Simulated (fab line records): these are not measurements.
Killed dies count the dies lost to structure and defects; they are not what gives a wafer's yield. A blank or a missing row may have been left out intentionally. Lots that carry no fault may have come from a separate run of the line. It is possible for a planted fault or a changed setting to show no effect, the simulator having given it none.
Chamber matching -- flow n5-finfet -- N5_BEOL_M7_ETCH_62 on rie-diel-05: 4 sister chambers
The step etches SOC in N2/H2, target depth 110 nm, overetch 22 nm, time 165 s. 4 wafers are shown with their chamber, then 7 later ones without.

== WAFERS WITH THEIR CHAMBER ==
wafer,chamber,showerhead-plenum-p-Torr (Torr)
L164.1,2,2.60
L164.6,0,2.43
L165.1,3,2.63
L165.3,1,2.40

== WAFERS MISSING THEIR CHAMBER ==
wafer,showerhead-plenum-p-Torr (Torr)
L165.5,2.63
L170.2,2.62
L170.3,2.42
L170.6,2.59
L174.1,2.59
L174.3,2.42
L174.4,2.72

== WHICH CHAMBER EACH ONE RAN IN ==
wafer,from the rows above,in truth
L165.5,can't be placed: 3 or 2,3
L170.2,can't be placed: 3 or 2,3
L170.3,can't be placed: 0 or 1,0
L170.6,can't be placed: 2 or 3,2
L174.1,can't be placed: 2 or 3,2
L174.3,can't be placed: 0 or 1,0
L174.4,can't be placed: 3 or 2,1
Correct placement for 0 of the 7. Unplaceable from these rows: 7, with the true chamber sitting among the candidates in 6. Placed wrongly: 0.
How it was worked out, from the rows above alone: a wafer's distance from a chamber is the root of the sum, over the readings, of the square of ((its reading less the chamber's mean) divided by the reading's scatter). The wafer belongs to the nearest chamber; if the next one is less than 2 further off, it can't be placed. A chamber's mean is the mean of its shown wafers. The scatter: with one shown wafer a chamber, the root of the mean of the squares of how far each hidden wafer lies from its nearest shown one.
